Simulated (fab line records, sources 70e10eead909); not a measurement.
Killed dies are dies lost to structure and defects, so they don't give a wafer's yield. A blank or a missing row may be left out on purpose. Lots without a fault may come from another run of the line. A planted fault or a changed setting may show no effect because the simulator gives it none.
Chamber matching | flow nand_harc | NHARC_A_SGD_CUT_DESCUM_14 on rie_diel-09: 4 sister chambers
The step chemistry O2, time 3 s. 20 wafers are shown with their chamber, then 10 later ones without.

WAFERS WITH THEIR CHAMBER
wafer  | chamber | drypump_motor_current_A (A) | oes_product_au (a.u.) | rf_vpp_V (V)
L078.1 | 3       | 6.1                         | 1.006                 | 58.1
L078.2 | 2       | 6.0                         | 1.001                 | 57.9
L078.3 | 1       | 5.8                         | 0.994                 | 59.0
L078.4 | 0       | 6.2                         | 0.996                 | 57.1
L078.5 | 1       | 5.8                         | 0.983                 | 59.6
L078.6 | 2       | 6.1                         | 1.005                 | 57.9
L082.2 | 1       | 5.8                         | 0.975                 | 59.4
L082.3 | 2       | 6.1                         | 0.999                 | 58.6
L082.6 | 2       | 6.1                         | 0.987                 | 58.2
L081.1 | 1       | 5.8                         | 0.990                 | 57.9
L081.2 | 3       | 6.1                         | 1.026                 | 57.6
L081.5 | 1       | 5.8                         | 0.988                 | 58.5
L085.1 | 0       | 6.2                         | 0.993                 | 58.5
L085.2 | 2       | 6.1                         | 0.982                 | 57.1
L085.6 | 1       | 5.8                         | 0.980                 | 59.6
L084.1 | 1       | 5.8                         | 0.984                 | 57.9
L084.2 | 3       | 6.1                         | 1.011                 | 57.2
L084.4 | 0       | 6.2                         | 0.974                 | 56.9
L086.1 | 3       | 6.1                         | 1.022                 | 58.0
L086.2 | 0       | 6.2                         | 0.984                 | 56.1

SIGNATURES (means of the wafers above)
reading                 | chamber 0 | chamber 1 | chamber 2 | chamber 3 | scatter within a chamber
drypump_motor_current_A | 6.200     | 5.800     | 6.080     | 6.100     | 0.0224
oes_product_au          | 0.98675   | 0.98486   | 0.99480   | 1.01625   | 0.00861
rf_vpp_V                | 57.150    | 58.843    | 57.940    | 57.725    | 0.711
Rule: a wafer's distance from a chamber is the root of the sum, over the readings, of the square of ((its reading less the chamber's mean) divided by the reading's scatter). The wafer belongs to the nearest chamber; if the next one is less than 2 further off, it can't be placed. The scatter: the root of (the sum of the squares of (reading less its chamber's mean) over the shown wafers, divided by (wafers less chambers)).

WAFERS WITHOUT THEIR CHAMBER
wafer  | drypump_motor_current_A (A) | oes_product_au (a.u.) | rf_vpp_V (V)
L086.5 | 6.1                         | 0.992                 | 56.5
L088.1 | 5.8                         | 0.986                 | 57.7
L088.2 | 6.1                         | 1.013                 | 58.1
L088.3 | 6.1                         | 0.997                 | 57.3
L087.3 | 6.1                         | 1.011                 | 59.7
L087.5 | 5.8                         | 0.991                 | 57.5
L087.6 | 6.2                         | 0.971                 | 57.0
L096.3 | 6.1                         | 0.991                 | 58.9
L096.4 | 5.8                         | 0.998                 | 58.5
L096.6 | 6.1                         | 1.028                 | 59.2

WHICH CHAMBER EACH WENT THROUGH
wafer  | from the rows above     | in truth
L086.5 | can't be placed: 2 or 3 | 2
L088.1 | 1                       | 1
L088.2 | can't be placed: 3 or 2 | 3
L088.3 | can't be placed: 2 or 3 | 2
L087.3 | can't be placed: 3 or 2 | 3
L087.5 | 1                       | 1
L087.6 | 0                       | 0
L096.3 | can't be placed: 2 or 3 | 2
L096.4 | 1                       | 1
L096.6 | can't be placed: 3 or 2 | 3
Placed correctly: 4 of 10. Can't be placed from these rows: 6 (the true chamber is among the candidates in 6). Placed wrongly: 0.
